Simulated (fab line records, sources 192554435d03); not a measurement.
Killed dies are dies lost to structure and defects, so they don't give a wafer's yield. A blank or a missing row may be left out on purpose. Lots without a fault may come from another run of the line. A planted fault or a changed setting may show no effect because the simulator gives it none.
A struck lot beside a sound one | flow n5_finfet | 15 steps out of a route of 1938
Sound: wafers L763.3, L763.5, L763.6. Struck: wafers L775.1, L775.2, L775.4. The cause comes at the end.
At each step with rows: each side's tool, then ch and its chambers, then its first start. Under that, the readings that differ: sound wafers | struck wafers | difference of the means | sigmas: that difference in standard deviations of wafers without a fault.
alike: readings whose means differ by less than 2 such deviations, and words and numbers that are the same on both sides. not compared: withheld readings, readings that some wafer has no value for, bounds like >300 that may hide the same value, and numbers for which the record gives no deviation and whose values overlap.
The two part at a step that has a row with sigmas, a row that says differs or no value, or rows on one side only. Numbers that don't overlap but have no deviation are shown without sigmas and don't part them. A reading that every wafer of one side lacks parts them only if that side has two wafers or more.

first, 9 steps without rows for these wafers: N5_MOL_CONTACT_COAG_DEVELOP_83 (develop time 30 s); N5_MOL_CONTACT_COAG_DESCUM_88 (chemistry O2, time 7 s); N5_MOL_CONTACT_COAG_ETCH_89 (etches underlayer in N2/H2, target depth 13 nm, time 10.4 s); N5_MOL_CONTACT_COAG_ETCH_90 (etches SiARC in CF4, target depth 13 nm, time 21.7 s); N5_MOL_CONTACT_COAG_ALD_131 (deposits SiO2, target thk 5 nm, pulse time 1 s, co reactant pulse time 1 s); N5_MOL_CONTACT_COAG_ETCHBACK_132 (etches SiO2 in CHF3, target depth 10 nm, time 6.7 s); N5_MOL_CONTACT_COAG_ETCH_91 (etches SOC in N2/H2, target depth 60 nm, overetch 21 nm, time 101.2 s); N5_MOL_CONTACT_COAG_STRIP_92 (strips in N2/H2); N5_MOL_CONTACT_COAG_STRIP_93 (strips in N2/H2).
N5_MOL_CONTACT_COAG_ETCHBACK_135: etches SiO2 in CHF3, target depth 25 nm, time 16.7 s.
  sound on rie_diel-05 ch 1,2, day 7 02:53; struck on rie_diel-02 ch 0,2,3, day 10 07:56
  no value came back on the struck wafers for any of 7 readings (CHF3_flow_sccm (sccm), bias_w (W) and others); on the sound wafers CHF3_flow_sccm (sccm) reads 49.97 50.17 49.85
  reading                                             | sound          | struck       | difference | sigmas
  model.SiARC_of_MOL_CONTACT_COAG_COAT_76.thk_nm (nm) | 0 0 0          | 5.8 6 5.6    | +5.8       |
  model.SOC_of_MOL_CONTACT_COAG_COAT_75.thk_nm (nm)   | 57.6 57.8 57.4 | 60 59.8 59.8 | +2         |
  not compared: rf_hours_counter_h
then, 1 step without rows for these wafers: N5_MOL_CONTACT_COAG_STRIP_118 (strips in CHF3).
N5_MOL_CONTACT_COAG_VIA_ETCH_46: etches SiO2 in C4F6/O2, target depth 46 nm, overetch 9.2 nm, time 40 s.
  sound on rie_diel-05 ch 1,2, day 7 02:55; struck on rie_diel-02 ch 0,2,3, day 10 07:58
  reading                                           | sound        | struck         | difference | sigmas
  model.SOC_of_MOL_CONTACT_COAG_COAT_75.thk_nm (nm) | 51 51.2 50.6 | 53.6 53.4 53.2 | +2.5       |
  alike: drypump_motor_current_A, oes_o_777_au, oes_product_au, rf_vpp_V, showerhead_plenum_p_Torr, throttle_valve_pct
  not compared: rf_hours_counter_h
then, 1 step without rows for these wafers: N5_MOL_CONTACT_COAG_STRIP_96 (strips in N2/H2).
-- the record jumps here: 3 days lie between the struck wafers' starts before and after (it left off in module MOL_CONTACT_COAG and takes up again in module BEOL_M4, whose first step shown is number 1111 of the route) --
N5_BEOL_M4_RC_MEAS_101:
  sound on prober-01 ch 0, day 9 20:51; struck on prober-02 ch 0, day 13 19:33
  reading        | sound          | struck         | difference | sigmas
  IOFF_P (nA/um) | 0.15 0.14 0.18 | 0.23 0.23 0.24 | +0.08      | +2
  VT_P (mV)      | -258 -257 -255 | -248 -246 -249 | +9         | +3
  alike: DIBL_N, DIBL_P, IOFF_N, ION_N, ION_P, SS_N, SS_P, VT_N
N5_PASSIVATION_PROBE_49:
  the record has rows for the sound wafers here (prober-02, day 14 19:52) and none for the struck ones

WHERE THEY PART
First at N5_MOL_CONTACT_COAG_ETCHBACK_135; last, within this record, at N5_PASSIVATION_PROBE_49.

WHY: what the simulator had put in
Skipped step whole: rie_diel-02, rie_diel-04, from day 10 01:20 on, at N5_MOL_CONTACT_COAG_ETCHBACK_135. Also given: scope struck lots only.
